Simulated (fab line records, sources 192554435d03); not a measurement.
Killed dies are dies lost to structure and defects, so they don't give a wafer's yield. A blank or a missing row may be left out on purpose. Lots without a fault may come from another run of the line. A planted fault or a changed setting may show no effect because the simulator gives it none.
fab line records | flow n5_finfet
record lots=24 wafers=72 last_day=17
route steps=1938 shown BEOL_M10@1492 BEOL_M11@1538
lots that met no fault: from a run of the same line without faults
start_h: hours from the record's first day to the start of the lot's first wafer shown | wait_h: hours since the lot's step before | " the same as in the row above | L1.1+2: a row that stands for several wafers | - no value, or no start given | * or withheld: withheld | < > ~ a bound
route shown NAME@n: a module of which the file shows steps, and the number in the route of the first | usual: mean/standard deviation of fault-free wafers | same: alike in all rows | chamber/n: place in a boat | sites: the reading at each site | _std_site: their standard deviation | _edge_site: outer sites' mean less inner sites' | radius_mm: how far each site lies from the wafer's centre | mask NAME#n: copy n | behind: the tool/chamber that last shaped the wafer | hold: why the lot was held/for how many hours/how that ended | device: the transistor (n, p or np) that didn't switch | end of line: the same wafers' tests at the end of the route | a step without rows: its recipe alone | killed: dies lost to structure and defects at the first sort, not the wafer's yield | map: a wafer's dies, x killed, . not, _ none there
set.NAME: the setting as run; set.NAME@STEP: as run at that earlier step | model.NAME: the simulator's own value behind a step, which no gauge read
steps of the route over a sample of lots; a table a step, a row a wafer
services: from which hour (start_h, from the record's first day; less than 0 if before it) a tool's chamber was out of use, for how many hours, and why
## steps
# step N5_BEOL_M10_STRIP_19
# recipe chemistry=O2 power_w=400 temp_c=40 pressure_mtorr=30 rf_frequency_hz=6e+07 bias_power_w=0 overash_fraction=0.2 o2_flow_sccm=225
# usual chamber_pressure_mTorr=30.00/0.044 drypump_motor_current_A=5.7/0.46 oes_product_au=0.82/0.059 rf_vpp_V=3.6/0.64 showerhead_plenum_p_Torr=2.13/0.07 throttle_valve_pct=16.54/0.23
# columns lot.wafer tool chamber start_h wait_h chamber_pressure_mTorr drypump_motor_current_A oes_product_au rf_hours_counter_h rf_vpp_V showerhead_plenum_p_Torr throttle_valve_pct
L075.2 rie_diel-02 0 217.97 0.1 30.03 6.5 0.90 43 3.1 2.04 16.77
L075.3 " 3 " " 30.02 4.9 0.79 103 2.9 2.13 16.40
L075.6 " 3 " " 29.98 4.9 0.79 - 3.6 2.13 16.41
L074.1 rie_diel-02 3 227.11 0.1 30.03 4.9 0.79 105 3.6 2.12 16.42
L074.2 " 0 " " 30.03 6.5 0.89 46 5.5 2.04 16.76
L074.6 " 3 " " 29.97 4.9 0.79 - 3.4 2.13 16.42
L076.1 rie_diel-02 0 228.10 0.2 29.95 6.4 0.89 46 3.0 2.04 16.76
L076.3 " 1 " " 29.95 5.7 0.98 3 2.4 2.13 16.17
L076.4 " 0 " " 30.03 6.5 0.91 - 4.1 2.04 16.74
L077.2 rie_diel-06 1 245.59 0.1 30.00 6.1 0.76 127 3.0 2.04 16.79
L077.3 " 0 " " 30.01 6.2 0.82 79 4.0 2.23 16.36
L077.6 " 1 " " 29.99 6.1 0.76 - 4.0 2.04 16.79
L078.1 rie_diel-02 1 246.21 0.1 29.98 5.7 0.94 9 2.7 2.13 16.17
L078.2 " 0 " " 30.01 6.5 0.88 55 3.7 2.03 16.79
L078.5 " 1 " " 29.95 5.7 0.95 - 4.8 2.13 16.16
L080.1 rie_diel-06 1 253.42 0.1 29.94 6.1 0.76 129 4.8 2.04 16.78
L080.2 " 0 " " 30.32 6.1 0.82 81 4.1 2.23 16.39
L080.6 " 3 " " 30.03 5.8 0.82 - 4.0 2.18 16.39
L079.1 rie_diel-03 0 257.31 0.1 29.99 6.1 0.80 123 3.3 2.09 16.93
L079.5 " 1 " " 29.99 5.7 0.88 - 3.7 2.25 16.65
L079.6 " 2 " " 29.98 5.5 0.85 - 3.8 2.21 16.79
L081.3 rie_diel-06 0 260.21 0.1 29.94 6.1 0.81 84 4.2 2.23 16.34
L081.4 " 3 " " 29.98 5.8 0.82 101 3.8 2.18 16.39
L081.5 " 1 " " 29.97 6.1 0.75 - 3.0 2.04 16.80
L082.1 rie_diel-06 1 273.33 0.1 30.03 6.1 0.74 135 3.3 2.03 16.80
L082.3 " 0 " " 29.95 6.1 0.81 89 2.9 2.22 16.38
L082.4 " 3 " " 29.96 5.8 0.80 106 3.6 2.18 16.41
L083.4 rie_diel-02 1 283.89 0.2 30.00 5.7 0.91 23 2.8 2.12 16.21
L083.5 " 3 " " 30.03 4.9 0.77 - 2.4 2.12 16.44
L083.6 " 0 " " 29.92 6.4 0.88 - 3.1 2.03 16.79
L085.1 rie_diel-06 1 284.13 0.2 29.92 6.1 0.75 139 3.5 2.03 16.80
L085.3 " 3 " " 30.04 5.8 0.80 110 2.4 2.18 16.42
L085.6 " 1 " " 29.99 6.1 0.75 - 3.3 2.03 16.82
L084.2 rie_diel-06 2 284.31 0.1 30.00 5.1 0.82 67 3.6 2.12 16.28
L084.4 " 3 " " 29.98 5.8 0.79 110 3.2 2.18 16.41
L084.5 " 1 " " 29.94 6.1 0.74 - 3.5 2.03 16.81
L086.2 rie_diel-06 1 285.06 0.1 30.02 6.1 0.74 139 4.2 2.03 16.82
L086.4 " 3 " " 29.95 5.8 0.80 111 3.3 2.18 16.40
L086.6 " 2 " " 29.99 5.1 0.83 - 3.5 2.12 16.28
L087.1 rie_diel-03 2 292.82 0.1 29.98 5.5 0.84 75 4.1 2.21 16.82
L087.3 " 0 " " 29.96 6.1 0.80 136 2.6 2.08 16.95
L087.6 " 1 " " 30.03 5.6 0.87 - 2.7 2.24 16.66
L088.1 rie_diel-03 0 297.53 0.2 30.00 6.1 0.78 138 4.5 2.08 16.94
L088.5 " 0 " " 29.94 6.1 0.79 - 2.5 2.08 16.94
L088.6 " 3 " " 30.00 5.6 0.80 - 3.6 2.12 16.58
L091.1 rie_diel-06 3 322.36 0.1 29.93 5.8 0.79 122 4.0 2.17 16.42
L091.2 " 1 " " 30.05 6.1 0.73 150 4.6 2.03 16.84
L091.4 " 2 " " 30.03 5.1 0.81 79 3.5 2.12 16.31
L089.3 rie_diel-02 3 326.28 0.1 30.02 4.9 0.75 142 4.1 2.11 16.47
L089.4 " 0 " " 30.03 6.4 0.86 81 3.3 2.02 16.83
L089.5 " 2 " " 30.03 5.7 0.92 - 3.3 2.06 16.43
L090.2 rie_diel-06 2 326.33 0.1 30.02 5.1 0.82 80 4.0 2.12 16.31
L090.5 " 2 " " 30.00 5.1 0.80 - 3.9 2.12 16.32
L090.6 " 3 " " 30.07 5.8 0.79 - 3.8 2.17 16.43
L093.3 rie_diel-02 1 329.65 0.1 29.99 5.7 0.87 38 4.3 2.12 16.22
L093.4 " 2 " " 30.02 5.6 0.90 29 4.8 2.06 16.42
L093.5 " 3 " " 30.05 4.9 0.75 - 4.4 2.11 16.46
L092.2 rie_diel-03 3 333.57 0.4 30.00 5.7 0.79 109 4.1 2.12 16.60
L092.3 " 1 " " 30.01 5.7 0.84 70 4.0 2.24 16.72
L092.4 " 0 " " 29.98 6.1 0.76 153 2.9 2.08 16.99
L095.4 rie_diel-06 0 351.04 0.1 30.04 6.1 0.77 118 3.3 2.21 16.42
L095.5 " 3 " " 29.98 5.8 0.78 - 3.2 2.17 16.44
L095.6 " 0 " " 30.06 6.1 0.77 - 2.7 2.21 16.43
L094.2 rie_diel-03 2 353.34 0.1 29.99 5.5 0.82 102 4.2 2.20 16.86
L094.3 " 0 " " 29.96 6.1 0.77 163 4.9 2.08 16.97
L094.5 " 2 " " 30.00 5.5 0.82 - 3.3 2.20 16.88
L096.2 rie_diel-02 3 357.31 0.1 30.04 4.9 0.75 144 3.2 2.11 16.48
L096.3 " 2 " " 30.03 5.6 0.91 30 3.3 2.05 16.44
L096.6 " 1 " " 29.97 5.7 0.88 - 3.5 2.12 16.24
L097.1 rie_diel-02 2 361.13 0.1 30.09 5.6 0.90 31 3.8 2.05 16.45
L097.3 " 3 " " 30.04 4.9 0.76 144 4.0 2.11 16.46
L097.4 " 1 " " 30.02 5.7 0.88 40 4.2 2.12 16.22
# step N5_BEOL_M10_STRIP_77
# recipe chemistry=N2/H2 time_s=10 power_w=450 temp_c=40 pressure_mtorr=20 rf_frequency_hz=6e+07 bias_power_w=7 n2_flow_sccm=200 h2_flow_sccm=200
# usual chamber_pressure_mTorr=20.001/0.018 drypump_motor_current_A=5.7/0.44 n2_flow_sccm=200.1/0.6 oes_product_au=0.83/0.06 rf_vpp_V=59.3/0.83 showerhead_plenum_p_Torr=2.57/0.085 throttle_valve_pct=23.6/0.38
# columns lot.wafer tool chamber start_h wait_h chamber_pressure_mTorr drypump_motor_current_A n2_flow_sccm oes_product_au rf_hours_counter_h rf_vpp_V showerhead_plenum_p_Torr throttle_valve_pct
L075.2 rie_diel-02 0 - - 19.998 6.4 199.9 0.91 44 60.1 2.48 24.1
L075.3 " 3 " " 20.005 4.9 199.4 0.79 103 59.5 2.57 23.4
L075.6 " 0 " " 19.982 6.4 200.4 0.90 - 58.2 2.48 24.1
L074.1 rie_diel-06 2 - - 19.986 5.1 198.8 0.85 50 59.7 2.58 23.4
L074.2 " 0 " " 20.007 6.2 199.0 0.82 72 60.2 2.69 23.4
L074.6 " 2 " " 20.029 5.1 200.5 0.86 - 58.8 2.59 23.4
L076.1 rie_diel-06 0 - - 19.988 6.1 200.6 0.83 73 58.4 2.69 23.4
L076.3 " 3 " " 20.008 5.8 200.5 0.83 90 59.7 2.67 23.3
L076.4 " 2 " " 20.028 5.1 199.9 0.85 50 60.0 2.59 23.4
L078.1 rie_diel-03 0 - - 19.980 6.1 199.5 0.80 121 59.7 2.55 24.2
L078.2 " 1 " " 19.996 5.7 200.6 0.88 39 58.6 2.68 23.1
L078.5 " 3 " " 20.009 5.7 199.7 0.82 - 58.3 2.58 23.8
L077.2 rie_diel-06 0 - - 20.026 6.1 200.1 0.82 81 59.4 2.69 23.4
L077.3 " 3 " " 19.980 5.8 200.7 0.82 98 61.1 2.66 23.4
L077.6 " 3 " " 20.007 5.8 200.0 0.81 - 59.2 2.66 23.4
L080.1 rie_diel-02 1 - - 19.956 5.7 200.1 0.94 12 61.1 2.59 23.2
L080.2 " 3 " " 19.987 4.9 199.6 0.77 117 60.4 2.56 23.4
L080.6 " 2 " " 20.034 5.6 200.3 0.99 - 59.9 2.48 23.4
L079.1 rie_diel-03 0 - - 19.986 6.2 201.9 0.80 123 59.2 2.55 24.2
L079.5 " 1 " " 19.987 5.6 199.0 0.87 - 58.5 2.68 23.1
L079.6 " 0 " " 19.993 6.1 201.7 0.80 - 59.3 2.55 24.2
L081.3 rie_diel-02 2 - - 19.998 5.6 200.5 0.97 5 59.8 2.48 23.4
L081.4 " 1 " " 20.003 5.7 200.4 0.93 15 60.0 2.58 23.2
L081.5 " 2 " " 19.992 5.6 200.3 0.97 - 60.9 2.48 23.4
L082.1 rie_diel-03 1 - - 19.996 5.7 200.7 0.85 49 58.6 2.68 23.1
L082.3 " 2 " " 20.017 5.5 199.9 0.86 69 59.1 2.70 24.2
L082.4 " 3 " " 20.008 5.6 200.7 0.81 87 59.1 2.57 23.8
L083.4 rie_diel-02 1 - - 20.004 5.7 200.1 0.89 25 58.4 2.58 23.2
L083.5 " 3 " " 20.007 4.9 199.8 0.77 - 59.0 2.55 23.4
L083.6 " 0 " " 19.986 6.4 201.0 0.86 - 58.0 2.47 24.1
L085.1 rie_diel-03 3 - - 20.017 5.7 200.5 0.80 91 58.5 2.57 23.8
L085.3 " 0 " " 20.007 6.1 200.4 0.79 135 60.5 2.54 24.2
L085.6 " 3 " " 20.000 5.6 200.0 0.79 - 60.1 2.57 23.8
L084.2 rie_diel-06 3 - - 19.996 5.8 201.2 0.80 111 59.9 2.66 23.4
L084.4 " 1 " " 20.015 6.1 200.3 0.75 140 59.1 2.42 23.4
L084.5 " 1 " " 20.010 6.1 199.3 0.74 - 57.5 2.42 23.4
L086.2 rie_diel-02 3 - - 19.996 4.9 200.3 0.77 130 60.6 2.55 23.4
L086.4 " 1 " " 19.987 5.7 200.4 0.90 25 60.9 2.58 23.2
L086.6 " 3 " " 20.001 4.9 199.4 0.76 - 59.0 2.55 23.4
L087.1 rie_diel-03 2 - - 19.987 5.5 199.6 0.84 76 59.0 2.69 24.2
L087.3 " 0 " " 20.015 6.1 200.9 0.80 137 58.9 2.54 24.2
L087.6 " 0 " " 20.002 6.2 200.1 0.79 - 59.5 2.54 24.2
L088.1 rie_diel-02 2 - - 20.021 5.6 199.9 0.92 19 59.3 2.47 23.5
L088.5 " 0 " " 20.019 6.4 200.2 0.86 - 59.0 2.47 24.2
L088.6 " 1 " " 20.009 5.7 199.3 0.88 - 60.2 2.58 23.2
L091.1 rie_diel-06 1 - - 20.047 6.1 199.0 0.73 152 57.2 2.42 23.4
L091.2 " 0 " " 20.015 6.1 199.5 0.79 106 59.2 2.68 23.5
L091.4 " 2 " " 20.014 5.1 199.8 0.82 80 58.4 2.57 23.4
L089.3 rie_diel-03 0 - - 19.976 6.2 201.4 0.78 150 59.6 2.53 24.2
L089.4 " 2 " " 20.031 5.5 200.4 0.84 89 59.2 2.69 24.2
L089.5 " 3 " " 19.989 5.6 200.3 0.78 - 59.4 2.56 23.8
L090.2 rie_diel-02 2 - - 19.976 5.6 201.1 0.91 29 58.5 2.47 23.5
L090.5 " 1 " " 19.991 5.7 199.5 0.88 - 58.8 2.58 23.2
L090.6 " 2 " " 19.981 5.6 201.5 0.90 - 59.3 2.47 23.5
L093.3 rie_diel-06 1 - - 20.029 6.1 200.3 0.73 154 57.8 2.41 23.4
L093.4 " 0 " " 20.029 6.1 199.8 0.79 108 58.8 2.68 23.5
L093.5 " 1 " " 19.979 6.1 199.8 0.73 - 59.2 2.41 23.4
L092.2 rie_diel-03 2 - - 19.968 5.5 200.0 0.83 91 59.5 2.69 24.2
L092.3 " 3 " " 20.008 5.7 200.5 0.79 110 58.1 2.56 23.8
L092.4 " 1 " " 19.971 5.7 199.5 0.83 71 58.8 2.67 23.1
L095.4 rie_diel-03 0 - - 19.991 6.1 200.0 0.76 163 59.8 2.53 24.3
L095.5 " 3 " " 20.011 5.6 200.8 0.77 - 58.6 2.56 23.8
L095.6 " 2 " " 19.975 5.5 200.2 0.81 - 59.9 2.68 24.3
L094.2 rie_diel-02 1 - - 20.000 5.7 199.9 0.88 38 58.6 2.58 23.2
L094.3 " 3 " " 20.004 4.9 199.7 0.75 143 58.5 2.55 23.4
L094.5 " 3 " " 19.991 4.9 199.9 0.76 - 59.0 2.55 23.5
L096.2 rie_diel-02 2 - - 20.002 5.6 200.7 0.91 31 59.0 2.47 23.5
L096.3 " 1 " " 20.013 5.7 199.7 0.88 40 57.2 2.57 23.2
L096.6 " 1 " " 19.996 5.7 199.8 0.87 - 58.8 2.57 23.3
L097.1 rie_diel-06 0 - - 20.007 6.1 201.1 0.77 123 60.5 2.67 23.5
L097.3 " 2 " " 19.974 5.1 199.8 0.79 97 60.8 2.56 23.5
L097.4 " 3 " " 20.003 5.8 200.4 0.77 140 60.4 2.65 23.4
# step N5_BEOL_M10_PRE_CLEAN_45
# recipe gas=H2/He time_s=30 temp_c=250
# usual heater_power_w=326/34 susceptor_temp_C=250.00/0.19
# columns lot.wafer tool chamber start_h wait_h heater_power_w susceptor_temp_C
L075.2 pvd_sputter-01 - 221.88 0.0 309 249.93
L075.3 " - " " 382 250.18
L075.6 " - " " 282 249.72
L074.1 pvd_sputter-02 - 229.59 0.0 335 250.07
L074.2 " - " " 318 249.79
L074.6 " - " " 284 250.01
L076.1 pvd_sputter-01 - 230.14 0.0 352 250.08
L076.3 " - " " 282 250.03
L076.4 " - " " 389 249.77
L078.1 pvd_sputter-02 - 252.34 0.0 340 250.33
L078.2 " - " " 306 250.01
L078.5 " - " " 330 250.04
L077.2 pvd_sputter-01 - 252.69 0.0 306 249.92
L077.3 " - " " 386 250.11
L077.6 " - " " 288 250.23
L080.1 pvd_sputter-03 - 255.97 0.0 377 249.74
L080.2 " - " " 349 250.03
L080.6 " - " " 351 249.94
L079.1 pvd_sputter-01 - 259.36 0.0 390 250.35
L079.5 " - " " 306 249.97
L079.6 " - " " 281 250.15
L081.3 pvd_sputter-01 - 262.12 0.0 349 250.10
L081.4 " - " " 309 249.95
L081.5 " - " " 318 249.96
L082.1 pvd_sputter-02 - 275.73 0.0 284 250.05
L082.3 " - " " 310 250.35
L082.4 " - " " 283 249.87
L083.4 pvd_sputter-03 - 289.27 0.0 378 250.29
L083.5 " - " " 355 250.00
L083.6 " - " " 324 249.84
L085.1 pvd_sputter-03 - 289.35 0.0 371 249.85
L085.3 " - " " 340 249.86
L085.6 " - " " 322 250.04
L084.2 pvd_sputter-01 - 289.41 0.0 316 249.70
L084.4 " - " " 379 249.97
L084.5 " - " " 280 250.16
L086.2 pvd_sputter-01 - 290.05 0.0 291 250.21
L086.4 " - " " 318 250.06
L086.6 " - " " 351 250.17
L087.1 pvd_sputter-02 - 296.36 0.0 277 249.96
L087.3 " - " " 311 250.02
L087.6 " - " " 341 250.00
L088.1 pvd_sputter-01 - 301.01 0.0 279 250.21
L088.5 " - " " 341 249.69
L088.6 " - " " 282 250.12
L091.1 pvd_sputter-01 - 325.46 0.0 308 249.95
L091.2 " - " " 280 250.26
L091.4 " - " " 387 250.09
L089.3 pvd_sputter-03 - 328.64 0.0 327 249.84
L089.4 " - " " 349 250.19
L089.5 " - " " 355 250.23
L090.2 pvd_sputter-01 - 328.77 0.0 272 250.16
L090.5 " - " " 284 249.94
L090.6 " - " " 359 249.95
L093.3 pvd_sputter-01 - 332.91 0.0 306 250.22
L093.4 " - " " 287 250.20
L093.5 " - " " 386 249.98
L092.2 pvd_sputter-03 - 336.50 0.0 327 249.65
L092.3 " - " " 317 249.90
L092.4 " - " " 376 249.99
L095.4 pvd_sputter-03 - 355.06 0.0 346 249.91
L095.5 " - " " 334 250.00
L095.6 " - " " 377 250.13
L094.2 pvd_sputter-02 - 355.67 0.0 342 250.13
L094.3 " - " " 306 249.99
L094.5 " - " " 342 249.77
L096.2 pvd_sputter-03 - 361.68 0.0 328 250.03
L096.3 " - " " 345 250.02
L096.6 " - " " 356 249.97
L097.1 pvd_sputter-02 - 363.77 0.0 306 250.11
L097.3 " - " " 286 250.23
L097.4 " - " " 342 250.21
# step N5_BEOL_M10_ALD_74
# recipe material=TaN target_thk_a=20 temp_c=275 ald_precursor_family=PDMAT ald_co_reactant=NH3 pressure_torr=3 carrier_flow_sccm=1500 pulse_time_s=2 purge_time_s=3 co_reactant_purge_time_s=2 co_reactant_pulse_time_s=3 ald_cycles=40 precursor_vessel_temp_c=75 precursor_vessel_pressure_torr=26.25 precursor_vessel_carrier_sccm=1000
# usual heater_power_w=406/41 mfc_carrier_sccm=1500/4.3 susceptor_temp_C=275.00/0.18
# columns lot.wafer tool chamber start_h wait_h heater_power_w mfc_carrier_sccm susceptor_temp_C
L075.2 ald_metal-01 1 221.94 0.0 522 1497 275.00
L075.3 " 2 " " 388 1487 275.06
L075.6 " 2 " " 384 1497 274.99
L074.1 ald_metal-03 2 229.65 0.0 419 1504 274.79
L074.2 " 1 " " 387 1508 275.09
L074.6 " 3 " " 412 1497 274.95
L076.1 ald_metal-01 2 230.20 0.0 377 1501 275.12
L076.3 " 0 " " 392 1505 275.51
L076.4 " 3 " " 392 1502 274.91
L078.1 ald_metal-03 2 252.40 0.0 423 1503 274.75
L078.2 " 1 " " 373 1501 274.60
L078.5 " 0 " " 394 1501 274.69
L077.2 ald_metal-03 2 252.99 0.3 412 1500 274.94
L077.3 " 0 " " 400 1501 274.84
L077.6 " 2 " " 423 1496 274.83
L080.1 ald_metal-04 2 256.04 0.0 366 1490 275.17
L080.2 " 3 " " 450 1497 275.00
L080.6 " 1 " " 377 1495 275.23
L079.1 ald_metal-01 0 259.52 0.1 391 1498 274.90
L079.5 " 0 " " 376 1498 274.76
L079.6 " 3 " " 384 1490 274.87
L081.3 ald_metal-01 3 262.35 0.2 394 1498 274.98
L081.4 " 2 " " 394 1503 275.21
L081.5 " 3 " " 391 1502 274.92
L082.1 ald_metal-01 1 275.84 0.1 521 1501 274.86
L082.3 " 3 " " 392 1509 275.23
L082.4 " 2 " " 378 1496 275.19
L083.4 ald_metal-04 3 289.37 0.1 460 1501 274.90
L083.5 " 3 " " 448 1500 275.14
L083.6 " 2 " " 348 1504 275.16
L085.1 ald_metal-01 2 289.48 0.1 396 1505 275.11
L085.3 " 0 " " 374 1499 274.90
L085.6 " 2 " " 383 1510 274.94
L084.2 ald_metal-03 0 289.58 0.1 382 1507 275.09
L084.4 " 2 " " 414 1505 275.00
L084.5 " 2 " " 420 1501 274.71
L086.2 ald_metal-03 2 290.11 0.0 423 1501 274.97
L086.4 " 1 " " 384 1498 274.99
L086.6 " 1 " " 385 1499 274.94
L087.1 ald_metal-03 1 296.42 0.0 382 1494 275.01
L087.3 " 3 " " 407 1509 274.45
L087.6 " 3 " " 406 1500 274.78
L088.1 ald_metal-03 1 301.07 0.0 374 1496 274.91
L088.5 " 1 " " 374 1500 275.07
L088.6 " 0 " " 393 1502 274.96
L091.1 ald_metal-04 1 325.56 0.1 371 1501 274.94
L091.2 " 2 " " 359 1502 275.13
L091.4 " 3 " " 470 1500 275.09
L089.3 ald_metal-03 0 328.70 0.0 396 1497 274.97
L089.4 " 0 " " 404 1502 275.01
L089.5 " 3 " " 404 1501 275.19
L090.2 ald_metal-04 2 328.83 0.0 369 1497 274.82
L090.5 " 3 " " 454 1502 275.14
L090.6 " 0 " " 511 1494 274.70
L093.3 ald_metal-03 3 332.97 0.0 410 1505 275.17
L093.4 " 2 " " 414 1509 274.95
L093.5 " 2 " " 419 1495 275.08
L092.2 ald_metal-03 2 336.56 0.0 416 1505 275.13
L092.3 " 0 " " 391 1497 275.04
L092.4 " 1 " " 375 1499 275.01
L095.4 ald_metal-03 3 355.18 0.1 404 1502 274.77
L095.5 " 2 " " 413 1502 274.80
L095.6 " 3 " " 408 1497 274.80
L094.2 ald_metal-03 2 355.74 0.1 423 1497 275.30
L094.3 " 3 " " 418 1510 275.24
L094.5 " 0 " " 389 1497 275.12
L096.2 ald_metal-01 0 361.76 0.1 356 1501 274.96
L096.3 " 2 " " 394 1497 274.77
L096.6 " 0 " " 359 1504 275.07
L097.1 ald_metal-03 2 363.83 0.0 411 1500 274.75
L097.3 " 3 " " 399 1503 275.11
L097.4 " 1 " " 380 1502 274.94
# step N5_BEOL_M10_DEP_56
# recipe material=SiCN target_thk_a=150 temp_c=withheld precursor=3MS/NH3 pressure_torr=3 rf_w=202 time_s=26.5
# usual showerhead_plenum_p_Torr=3.666/0.012 throttle_valve_pct=9.1/0.4
# columns lot.wafer tool chamber start_h wait_h showerhead_plenum_p_Torr throttle_valve_pct
L075.2 pecvd-03 1 223.34 0.0 3.664 9.3
L075.3 " 2 " " 3.684 8.8
L075.6 " 2 " " 3.687 8.5
L074.1 pecvd-04 1 231.31 0.0 3.665 9.1
L074.2 " 0 " " 3.647 9.2
L074.6 " 2 " " 3.683 9.3
L076.1 pecvd-03 0 233.31 0.0 3.654 9.4
L076.3 " 2 " " 3.691 8.6
L076.4 " 0 " " 3.661 9.3
L078.1 pecvd-03 1 254.39 0.0 3.672 9.3
L078.2 " 2 " " 3.683 8.3
L078.5 " 1 " " 3.666 9.1
L077.2 pecvd-03 1 255.84 0.0 3.673 8.8
L077.3 " 0 " " 3.657 9.6
L077.6 " 0 " " 3.660 9.1
L080.1 pecvd-03 0 257.46 0.0 3.656 9.2
L080.2 " 2 " " 3.685 8.7
L080.6 " 0 " " 3.656 9.6
L079.1 pecvd-02 0 261.29 0.0 3.661 9.6
L079.5 " 0 " " 3.650 9.4
L079.6 " 1 " " 3.665 9.5
L081.3 pecvd-04 0 265.18 0.0 3.656 9.0
L081.4 " 1 " " 3.661 9.3
L081.5 " 1 " " 3.658 9.0
L082.1 pecvd-03 0 277.58 0.0 3.668 9.6
L082.3 " 1 " " 3.671 9.4
L082.4 " 0 " " 3.657 9.4
L083.4 pecvd-04 1 290.79 0.0 3.652 9.1
L083.5 " 2 " " 3.662 8.0
L083.6 " 0 " " 3.650 8.9
L085.1 pecvd-04 2 291.31 0.0 3.663 8.3
L085.3 " 1 " " 3.664 9.1
L085.6 " 2 " " 3.667 8.3
L084.2 pecvd-02 0 291.62 0.0 3.644 9.8
L084.4 " 2 " " 3.687 9.0
L084.5 " 0 " " 3.652 9.9
L086.2 pecvd-04 0 292.96 0.0 3.658 9.1
L086.4 " 2 " " 3.672 8.3
L086.6 " 1 " " 3.656 9.1
L087.1 pecvd-02 1 297.90 0.0 3.667 9.5
L087.3 " 0 " " 3.653 9.5
L087.6 " 2 " " 3.680 9.1
L088.1 pecvd-02 1 303.15 0.0 3.664 9.5
L088.5 " 0 " " 3.644 9.6
L088.6 " 1 " " 3.661 9.4
L091.1 pecvd-03 2 327.44 0.0 3.686 8.7
L091.2 " 0 " " 3.672 9.2
L091.4 " 0 " " 3.667 9.1
L089.3 pecvd-03 1 330.52 0.1 3.675 9.3
L089.4 " 1 " " 3.669 9.3
L089.5 " 1 " " 3.673 9.4
L090.2 pecvd-04 1 330.70 0.0 3.658 8.8
L090.5 " 1 " " 3.656 9.1
L090.6 " 2 " " 3.672 8.5
L093.3 pecvd-04 1 334.86 0.0 3.661 9.1
L093.4 " 0 " " 3.647 9.2
L093.5 " 1 " " 3.661 8.9
L092.2 pecvd-03 2 338.18 0.0 3.686 8.6
L092.3 " 1 " " 3.674 9.0
L092.4 " 2 " " 3.678 8.5
L095.4 pecvd-03 2 357.46 0.0 3.682 8.3
L095.5 " 1 " " 3.656 9.4
L095.6 " 0 " " 3.665 9.8
L094.2 pecvd-02 2 357.55 0.0 3.677 9.3
L094.3 " 0 " " 3.651 9.3
L094.5 " 2 " " 3.685 9.2
L096.2 pecvd-02 2 363.27 0.0 3.696 9.0
L096.3 " 0 " " 3.654 9.6
L096.6 " 1 " " 3.666 9.2
L097.1 pecvd-03 2 365.42 0.0 3.679 8.5
L097.3 " 0 " " 3.669 9.3
L097.4 " 0 " " 3.662 9.4
# step N5_BEOL_M11_THK_MEAS_01
# recipe reads=SiCOH_lowk_of_BEOL_M11_ILD_DEP_00
# usual M11_ILD_THK=267/3.6
# columns lot.wafer tool chamber start_h wait_h M11_ILD_THK[nm]
L075.2 film_metro-02 - 224.54 0.7 268
L075.3 " - " " 265
L075.6 " - " " 272
L074.1 film_metro-02 - 232.04 0.4 269
L074.2 " - " " 264
L074.6 " - " " 271
L076.1 film_metro-01 - 234.04 0.4 264
L076.3 " - " " 270
L076.4 " - " " 272
L078.1 film_metro-02 - 255.11 0.4 266
L078.2 " - " " 264
L078.5 " - " " 271
L077.2 film_metro-02 - 256.60 0.4 268
L077.3 " - " " 270
L077.6 " - " " 271
L080.1 film_metro-02 - 258.22 0.4 264
L080.2 " - " " 262
L080.6 " - " " 268
L079.1 film_metro-01 - 262.18 0.4 270
L079.5 " - " " 270
L079.6 " - " " 269
L081.3 film_metro-01 - 265.91 0.3 264
L081.4 " - " " 264
L081.5 " - " " 265
L082.1 film_metro-02 - 278.30 0.4 266
L082.3 " - " " 262
L082.4 " - " " 268
L083.4 film_metro-01 - 291.50 0.2 272
L083.5 " - " " 272
L083.6 " - " " 275
L085.1 film_metro-01 - 292.04 0.4 265
L085.3 " - " " 267
L085.6 " - " " 271
L084.2 film_metro-02 - 292.34 0.4 260
L084.4 " - " " 268
L084.5 " - " " 266
L086.2 film_metro-01 - 293.69 0.4 264
L086.4 " - " " 271
L086.6 " - " " 266
L087.1 film_metro-02 - 298.62 0.4 268
L087.3 " - " " 267
L087.6 " - " " 273
L088.1 film_metro-01 - 304.36 0.8 262
L088.5 " - " " 267
L088.6 " - " " 266
L091.1 film_metro-02 - 328.17 0.4 263
L091.2 " - " " 262
L091.4 " - " " 265
L089.3 film_metro-02 - 331.31 0.3 261
L089.4 " - " " 272
L089.5 " - " " 269
L090.2 film_metro-02 - 331.62 0.4 265
L090.5 " - " " 264
L090.6 " - " " 267
L093.3 film_metro-01 - 335.69 0.3 262
L093.4 " - " " 267
L093.5 " - " " 264
L092.2 film_metro-01 - 338.93 0.4 270
L092.3 " - " " 266
L092.4 " - " " 272
L095.4 film_metro-02 - 358.17 0.2 267
L095.5 " - " " 269
L095.6 " - " " 272
L094.2 film_metro-01 - 358.28 0.4 260
L094.3 " - " " 262
L094.5 " - " " 268
L096.2 film_metro-02 - 364.00 0.4 266
L096.3 " - " " 261
L096.6 " - " " 267
L097.1 film_metro-02 - 366.15 0.4 274
L097.3 " - " " 271
L097.4 " - " " 276
## services
# columns tool chamber start_h hours kind
pecvd-03 - 194.16 6.6 repair
pecvd-04 1 198.86 14.1 repair
rie_diel-03 1 202.38 5.7 repair
ald_metal-04 3 204.08 28.1 repair
rie_diel-03 - 207.12 0.4 repair
pecvd-04 2 217.99 6.7 repair
rie_diel-02 2 220.79 6.6 repair
rie_diel-02 3 222.10 1.4 repair
rie_diel-02 2 227.67 - clean
rie_diel-03 2 246.73 2.6 repair
ald_metal-04 0 250.53 14.7 repair
ald_metal-01 1 252.08 4.1 repair
pecvd-03 - 257.52 0.3 repair
ald_metal-03 - 259.98 8.7 pm
pvd_sputter-01 - 265.60 4.9 repair
ald_metal-03 1 272.93 4.8 repair
pvd_sputter-02 - 306.05 1.9 repair
rie_diel-06 - 307.32 2.8 pm
ald_metal-03 0 317.25 10.0 repair
ald_metal-03 1 319.23 13.0 repair
rie_diel-02 - 329.88 24.2 repair
pecvd-03 0 330.27 10.9 repair
ald_metal-01 - 337.25 14.0 pm
pvd_sputter-03 - 352.94 1.0 repair
## key
fault none
